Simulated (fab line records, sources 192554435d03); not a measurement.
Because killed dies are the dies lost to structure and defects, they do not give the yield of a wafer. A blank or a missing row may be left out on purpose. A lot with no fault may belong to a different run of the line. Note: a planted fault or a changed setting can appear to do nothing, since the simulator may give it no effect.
Split-lot study | flow n5_finfet | 21 wafers read from 7 lots, route of 1938 steps

## SPLIT DETAILS
At N5_BEOL_M12_SPUTTER_43 (material TaN, target thk 15 nm, time 24.19 s), the setting power_w was moved away from the recipe's 15000 W on 10 of the 21 wafers read, by -16.4% to +11.3%. The other wafers ran this setting at the recipe's value.

The reading comes from the split's own step.

## THE READING
TaN_of_BEOL_M12_SPUTTER_43.thk_nm (the simulator's own value, which no gauge read), in nm, at N5_BEOL_M12_SPUTTER_43 (material TaN, target thk 15 nm, time 24.19 s). The file does not state a usual value for it. Across the 11 wafers here that went through the recipe, the average is 15.0 nm and the standard deviation 0.26 nm.

wafer  | tool, chamber at the split | power_w as run, W | against the recipe | TaN_of_BEOL_M12_SPUTTER_43.thk_nm, nm | against lot-mates on the recipe
L078.3 | pvd_sputter-01, -          | 16690             | +11.3%             | 16.6                                  | +1.8
L078.5 | pvd_sputter-01, -          | 16690             | +11.3%             | 16.6                                  | +1.8
L078.4 | pvd_sputter-01, -          | 15000             | recipe             | 14.8                                  | -
L079.1 | pvd_sputter-02, -          | 15000             | recipe             | 14.8                                  | -
L079.4 | pvd_sputter-02, -          | 15000             | recipe             | 14.8                                  | -
L079.6 | pvd_sputter-02, -          | 15000             | recipe             | 14.6                                  | -
L082.2 | pvd_sputter-02, -          | 12620             | -15.9%             | 12.8                                  | -2.4
L082.3 | pvd_sputter-02, -          | 15000             | recipe             | 15.2                                  | -
L082.6 | pvd_sputter-02, -          | 12620             | -15.9%             | 12.6                                  | -2.6
L084.2 | pvd_sputter-02, -          | 15000             | recipe             | 14.8                                  | -
L084.3 | pvd_sputter-02, -          | 15000             | recipe             | 14.8                                  | -
L084.5 | pvd_sputter-02, -          | 13980             | -6.8%              | 13.8                                  | -1.0
L085.2 | pvd_sputter-03, -          | 12540             | -16.4%             | 12.8                                  | -2.6
L085.6 | pvd_sputter-03, -          | 12540             | -16.4%             | 12.8                                  | -2.6
L085.3 | pvd_sputter-03, -          | 15000             | recipe             | 15.4                                  | -
L090.1 | pvd_sputter-02, -          | 15000             | recipe             | 15                                    | -
L090.2 | pvd_sputter-02, -          | 15000             | recipe             | 15.2                                  | -
L090.4 | pvd_sputter-02, -          | 15000             | recipe             | 15.4                                  | -
L092.2 | pvd_sputter-03, -          | 13420             | -10.5%             | 13.4                                  | no lot-mate on the recipe
L092.5 | pvd_sputter-03, -          | 13420             | -10.5%             | 13.4                                  | no lot-mate on the recipe
L092.6 | pvd_sputter-03, -          | 13420             | -10.5%             | 13.2                                  | no lot-mate on the recipe

FIT RESULTS
A straight line over all 21 wafers: TaN_of_BEOL_M12_SPUTTER_43.thk_nm changes by +0.143 nm for each +1% of power_w; r = +0.98; the points scatter about the line by 0.22 nm.
The same after taking each lot's own level away (the mean of its wafers on the recipe; 18 wafers): +0.158 nm for each +1%; r = +1.00; scatter 0.091 nm.
On that fit, the largest move of power_w shifts the reading by 2.6 nm.
The lots' own levels span 14.73 to 15.40 nm, that is 2.5 times the standard deviation above.
Consequently the slope shifts little with the lot-to-lot level, the two slopes agreeing.
Check: -2.59 nm against its lot-mates is what the line predicts for one of the wafers moved furthest among these (-16.4%) when that wafer is left out of the fit. It came out at -2.6 nm against them.

## FILE'S OWN FIT
TaN_of_BEOL_M12_SPUTTER_43.thk_nm changes by +0.158 nm for each +1% of power_w, r = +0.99.
